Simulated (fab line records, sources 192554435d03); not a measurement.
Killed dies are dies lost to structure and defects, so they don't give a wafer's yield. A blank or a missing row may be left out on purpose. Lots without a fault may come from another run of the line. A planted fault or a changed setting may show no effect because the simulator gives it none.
One fault seen from 3 desks | flow n5_finfet | each desk has only its own numbers; what lay behind them comes last

THE METROLOGY DESK
What the gauges read, lot by lot, whatever tool the lot ran on: means of the sampled wafers that have a number. A lot is out of limits, marked OUT, if its mean lies more than 4 standard deviations from the usual mean; the brackets give that distance. Of its 12 readings 7 are shown: those that lie furthest out on some lot.
Columns: A = cd_nm at N5_FIN_SAQP_CD_MEAS_16, usual 35.6 nm; B = FIN_CORE_OVL at N5_FIN_SAQP_OVL_MEAS_17, usual 0.0 nm; C = DIBL_P at N5_BEOL_M4_RC_MEAS_101, usual 36.0 mV/V; D = IOFF_N at N5_BEOL_M4_RC_MEAS_101, usual 0.16 nA/um; E = ION_N at N5_BEOL_M4_RC_MEAS_101, usual 675 uA/um; F = SS_P at N5_BEOL_M4_RC_MEAS_101, usual 73.3 mV/dec; G = VT_N at N5_BEOL_M4_RC_MEAS_101, usual 250 mV
lot  | first seen here | A    | B    | C    | D    | E   | F    | G
L686 | day 3 21:24     | 35.2 | -0.6 | 32.3 | 0.11 | 653 | 72.1 | 256
L695 | day 6 03:23     | 36.2 | -0.2 | 36.6 | 0.18 | 677 | 73.5 | 250
L696 | day 6 09:38     | 35.6 | 1.1  | 36.5 | 0.17 | 673 | 73.5 | 247
L697 | day 6 16:41     | 35.6 | 0.3  | 37.0 | 0.17 | 668 | 73.7 | 250
L698 | day 6 23:07     | 35.8 | -0.2 | 38.7 | 0.17 | 690 | 73.7 | 248
L699 | day 7 03:43     | 35.6 | 0.2  | 36.3 | 0.15 | 667 | 73.2 | 251
This desk's finding: nothing out of limits on any of the 6 lots.

THE TOOL OWNER'S DESK: rie_diel-02
The tool's own readings at N5_FIN_SAQP_HM_OPEN_73 (chemistry CHF3/O2, target SiO2, stops on a-Si, target depth 12 nm, time 16.8 s): means of the sampled wafers that have a number, for each lot that ran on this tool. A lot is out of limits, marked OUT, if its mean lies more than 4 standard deviations from the usual mean; the brackets give that distance.
Columns: A = drypump_motor_current_A at N5_FIN_SAQP_HM_OPEN_73, usual 5.9 A; B = oes_f_703_au at N5_FIN_SAQP_HM_OPEN_73, usual 0.81 a.u.; C = oes_o_777_au at N5_FIN_SAQP_HM_OPEN_73, usual 0.81 a.u.; D = oes_product_au at N5_FIN_SAQP_HM_OPEN_73, usual 0.49 a.u.; E = rf_vpp_V at N5_FIN_SAQP_HM_OPEN_73, usual 529 V; F = showerhead_plenum_p_Torr at N5_FIN_SAQP_HM_OPEN_73, usual 2.41 Torr; G = throttle_valve_pct at N5_FIN_SAQP_HM_OPEN_73, usual 18.84 %
lot  | first seen here | A   | B    | C    | D    | E   | F    | G
L695 | day 6 03:58     | 6.3 | 0.71 | 0.72 | 0.44 | 535 | 2.31 | 18.94
L696 | day 6 09:55     | 6.2 | 0.81 | 0.81 | 0.48 | 528 | 2.43 | 18.81
L697 | day 6 17:14     | 6.3 | 0.82 | 0.82 | 0.49 | 533 | 2.44 | 18.83
This desk's finding: nothing out of limits on any of the 3 lots.

THE DEFECT DESK
What the inspections along the route counted, lot by lot: means of the sampled wafers that have a number. A lot is out of limits, marked OUT, if its mean lies more than 4 standard deviations from the usual mean; the brackets give that distance.
Columns: A = raw_defect_count at N5_FIN_SAQP_INSPECT_18, usual 404
lot  | first seen here | A
L686 | day 3 21:28     | 619
L695 | day 6 03:27     | 281
L696 | day 6 09:41     | 380
L697 | day 6 16:44     | 435
L698 | day 6 23:11     | 672
L699 | day 7 03:47     | 333
This desk's finding: nothing out of limits on any of the 6 lots.

PUT TOGETHER
The metrology desk saw nothing out of limits.
The tool owner's desk saw nothing out of limits.
The defect desk saw nothing out of limits.

WHAT THE SIMULATOR HAD PUT IN
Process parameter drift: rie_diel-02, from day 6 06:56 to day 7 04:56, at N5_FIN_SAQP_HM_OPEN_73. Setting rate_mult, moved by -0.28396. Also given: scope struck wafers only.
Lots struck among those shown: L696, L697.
